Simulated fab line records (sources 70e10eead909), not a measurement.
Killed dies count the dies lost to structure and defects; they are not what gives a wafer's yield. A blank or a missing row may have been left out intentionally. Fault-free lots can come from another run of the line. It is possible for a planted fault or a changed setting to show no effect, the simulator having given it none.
Which tool is to blame? -- flow nand harc -- 11 lots, 33 wafers sampled, at 5 steps of a route of 1159

## WHAT THE GAUGES READ, wafer by wafer
NHARC_END_SORT_01.
lot,measured,on,killed at array,killed at other,killed at periphery,killed dies,killed open,killed short
L194,day 20 02:56,prober-01,14 14 15,1 0 0,5 6 4,20 20 19,1 2 4,0 3 1
L200,day 20 16:58,prober-01,32 34 47,0 0 0,2 1 4,34 35 51,2 1 3,3 0 1
L201,day 21 21:16,prober-01,35 35 35,0 0 0,2 7 9,37 42 44,1 5 7,1 2 0
L202,day 21 12:47,prober-01,499 14 17,1 0 1,8 12 12,508 26 30,1 1 3,2 5 1
L204,day 21 12:47,prober-02,15 18 15,2 0 2,2 2 0,19 20 17,2 1 1,3 2 0
L203,day 21 22:05,prober-02,45 42 44,0 1 0,1 3 3,46 46 47,6 2 5,1 1 1
L206,day 22 05:33,prober-01,488 12 557,3 1 4,2 2 4,493 15 565,3 3 6,2 1 2
L207,day 22 14:59,prober-01,19 23 23,1 0 2,2 1 0,22 24 25,3 3 1,1 2 0
L214,day 24 11:37,prober-02,35 28 31,1 0 0,3 5 1,39 33 32,1 4 2,2 1 1
L216,day 25 03:55,prober-02,30 30 35,0 1 1,6 6 4,36 37 40,3 5 3,2 1 0
L217,day 25 17:16,prober-02,36 20 29,1 4 2,8 10 8,45 34 39,3 3 3,3 1 2

## EACH LOT AND THE TOOL THAT RAN IT (in order: tool; ch and the chambers of the sampled wafers; start)
lot,NHARC_A_STAIRCASE_ETCH_452,NHARC_A_STAIRCASE_DEP_301,NHARC_A_STAIRCASE_HM_OPEN_463,NHARC_A_STAIRCASE_ETCH_315
L194,"rie diel-08 ch 1,2,3, day 11 22:54 or earlier","pecvd-01 ch 0,2, day 11 22:54","rie diel-01 ch 1,2,3, day 12 00:08","rie diel-01 ch 1,2, day 20 02:56 or earlier"
L200,"rie diel-08 ch 0,2,3, day 13 11:28 or earlier","pecvd-02 ch 0,1,2, day 13 11:28","rie diel-08 ch 0,1,3, day 13 12:44","rie diel-08 ch 1,2,3, day 20 16:58 or earlier"
L201,"rie diel-03 ch 1,3, day 13 21:52 or earlier","pecvd-03 ch 1,2, day 13 21:52","rie diel-08 ch 0,2, day 13 23:05","rie diel-08 ch 0,1,2, day 21 21:16 or earlier"
L202,"rie diel-01 ch 0,1,3, day 13 23:35 or earlier","pecvd-03 ch 1,2, day 13 23:35","rie diel-08 ch 0,1,2, day 14 00:46","rie diel-08 ch 0,1, day 21 12:47 or earlier"
L204,"rie diel-01 ch 0,1, day 14 01:26 or earlier","pecvd-03 ch 0,1,2, day 14 01:26","rie diel-03 ch 0,1,3, day 14 02:35","rie diel-03 ch 1,3, day 21 12:47 or earlier"
L203,"rie diel-01 ch 0,3, day 14 02:52 or earlier","pecvd-01 ch 0,1, day 14 02:52","rie diel-01 ch 2,3, day 14 04:56","rie diel-01 ch 0,1,3, day 21 22:05 or earlier"
L206,"rie diel-03 ch 0,1, day 15 01:53 or earlier","pecvd-01 ch 0,1, day 15 01:53","rie diel-08 ch 0,2,3, day 15 03:14","rie diel-08 ch 0,3, day 22 05:33 or earlier"
L207,"rie diel-03 ch 0,1,3, day 15 03:29 or earlier","pecvd-03 ch 0,1, day 15 03:29","rie diel-03 ch 0,1,2, day 15 04:44","rie diel-03 ch 1,2, day 22 14:59 or earlier"
L214,"rie diel-08 ch 0,2,3, day 17 02:47 or earlier","pecvd-01 ch 0,1,2, day 17 02:47","rie diel-03 ch 0,2,3, day 17 03:53","rie diel-03 ch 0,2,3, day 24 11:37 or earlier"
L216,"rie diel-03 ch 0,1,2, day 17 08:09 or earlier","pecvd-02 ch 0,1, day 17 08:09","rie diel-08 ch 1,2,3, day 17 09:25","rie diel-08 ch 0,1,2, day 25 03:55 or earlier"
L217,"rie diel-01 ch 0,2,3, day 17 21:55 or earlier","pecvd-01 ch 0,1, day 17 21:55","rie diel-08 ch 1,2, day 17 23:02","rie diel-08 ch 0,2, day 25 17:16 or earlier"
- NHARC_A_STAIRCASE_ETCH_452: etches the open film in CF4/O2, target depth 30 nm, overetch 3 nm, time 16.5 s.
- NHARC_A_STAIRCASE_DEP_301: deposits SiON, target thk 30 nm.
- NHARC_A_STAIRCASE_HM_OPEN_463: chemistry O2/COS.
- NHARC_A_STAIRCASE_ETCH_315: etches the open film in C4F8/O2/Ar, target depth 2500 nm, time 607.1 s.

## WHAT THE TOOLS THEMSELVES READ (means of the sampled wafers that have a number; where no wafer has one, the mark that the record gives instead)
NHARC_A_STAIRCASE_ETCH_452.
lot,tool,chamber pressure mTorr (mTorr),drypump motor current A (A),oes_ar_750_au (a.u.),oes product au (a.u.),rf vpp V (V),showerhead plenum p Torr (Torr),throttle valve pct (%)
L194,rie diel-08,29.990,6.3,1.003,1.021,196.9,1.31,13.403
L200,rie diel-08,29.998,6.3,0.999,1.021,197.2,1.32,13.408
L201,rie diel-03,30.008,5.7,0.997,0.993,197.0,1.31,13.393
L202,rie diel-01,30.006,5.4,0.998,0.989,197.6,1.35,13.401
L204,rie diel-01,29.987,5.6,1.001,0.994,196.9,1.30,13.410
L203,rie diel-01,29.993,5.3,0.999,1.002,198.4,1.34,13.389
L206,rie diel-03,29.986,5.7,0.999,1.001,198.3,1.34,13.398
L207,rie diel-03,29.989,5.7,0.993,0.998,196.8,1.32,13.396
L214,rie diel-08,30.021,6.3,1.001,1.016,198.6,1.32,13.404
L216,rie diel-03,30.032,5.6,1.002,0.997,197.8,1.33,13.401
L217,rie diel-01,30.011,5.8,1.000,0.987,199.7,1.41,13.394

NHARC_A_STAIRCASE_DEP_301.
lot,tool,heater power w (W),susceptor temp C (C)
L194,pecvd-01,771,399.87
L200,pecvd-02,697,400.13
L201,pecvd-03,734,400.17
L202,pecvd-03,705,399.95
L204,pecvd-03,751,399.93
L203,pecvd-01,686,400.12
L206,pecvd-01,676,400.11
L207,pecvd-03,719,399.98
L214,pecvd-01,703,399.84
L216,pecvd-02,691,400.20
L217,pecvd-01,705,399.86

NHARC_A_STAIRCASE_HM_OPEN_463.
lot,tool,chamber pressure mTorr (mTorr),drypump motor current A (A),oes product au (a.u.),rf vpp V (V),showerhead plenum p Torr (Torr),throttle valve pct (%)
L194,rie diel-01,20.008,5.5,0.995,470.2,3.30,28.325
L200,rie diel-08,19.990,6.2,1.025,465.2,3.04,28.332
L201,rie diel-08,19.997,6.2,1.017,468.4,3.14,28.328
L202,rie diel-08,19.992,6.2,0.989,466.1,3.11,28.320
L204,rie diel-03,19.978,5.7,0.995,466.8,3.10,28.333
L203,rie diel-01,19.982,5.5,0.993,469.9,3.26,28.319
L206,rie diel-08,19.991,6.3,0.974,466.6,3.08,28.340
L207,rie diel-03,20.000,5.6,1.004,466.7,3.13,28.332
L214,rie diel-03,20.002,5.6,1.001,467.9,3.14,28.332
L216,rie diel-08,19.993,6.3,1.008,465.3,3.04,28.324
L217,rie diel-08,19.991,6.2,1.011,467.0,3.10,28.333

NHARC_A_STAIRCASE_ETCH_315.
lot,tool,chamber pressure mTorr (mTorr),oes product au (a.u.),rf vpp V (V)
L194,rie diel-01,25.001,0.910,1844
L200,rie diel-08,24.995,0.946,1821
L201,rie diel-08,25.020,0.930,1825
L202,rie diel-08,24.988,0.949,1824
L204,rie diel-03,25.004,0.932,1821
L203,rie diel-01,25.018,0.932,1829
L206,rie diel-08,24.979,0.965,1819
L207,rie diel-03,25.020,0.934,1823
L214,rie diel-03,24.991,0.934,1829
L216,rie diel-08,25.022,0.941,1824
L217,rie diel-08,25.018,0.947,1827

## THE ANSWER, worked out from the rows above alone
Rule: what is usual is taken from the lots themselves. The widest of any qualifying gaps counts: lots, ordered by their means at a reading, are off when they make up no more than a third of the lots, leave a main group of 4 or more, and stand apart from it by 3 or more times the standard deviation of that group's means. Not used: any main group whose means are identical at the precision the tables above print for the reading. A lot without any number at a reading at which 4 lots or more have one is off too. Where the step has rows for the other lots, those lots are counted as sound. First the gauges in route order, then the tools' own readings, where a lot's mean is used as printed above. At the first step where some lot is off, the reading lying furthest off is the one used; lots without a number count as furthest.
Off: L202, L206 (NHARC_END_SORT_01, killed dies). Mean 33 and standard deviation 9.6 in the main group.
If a tool, at a process step before that reading, ran all the lots that are off and no sound lot after the first of them, it fits. The gauges at NHARC_END_SORT_01 are tried like those tools. NHARC_A_STAIRCASE_ETCH_452 gives no start for some lots, so the hours and the order of its lots are those of NHARC_A_STAIRCASE_DEP_301. NHARC_A_STAIRCASE_ETCH_315 gives no start for some lots, so the hours and the order of its lots are those of NHARC_END_SORT_01. No candidate that was tried fits.

## WHAT THE SIMULATOR PUT IN
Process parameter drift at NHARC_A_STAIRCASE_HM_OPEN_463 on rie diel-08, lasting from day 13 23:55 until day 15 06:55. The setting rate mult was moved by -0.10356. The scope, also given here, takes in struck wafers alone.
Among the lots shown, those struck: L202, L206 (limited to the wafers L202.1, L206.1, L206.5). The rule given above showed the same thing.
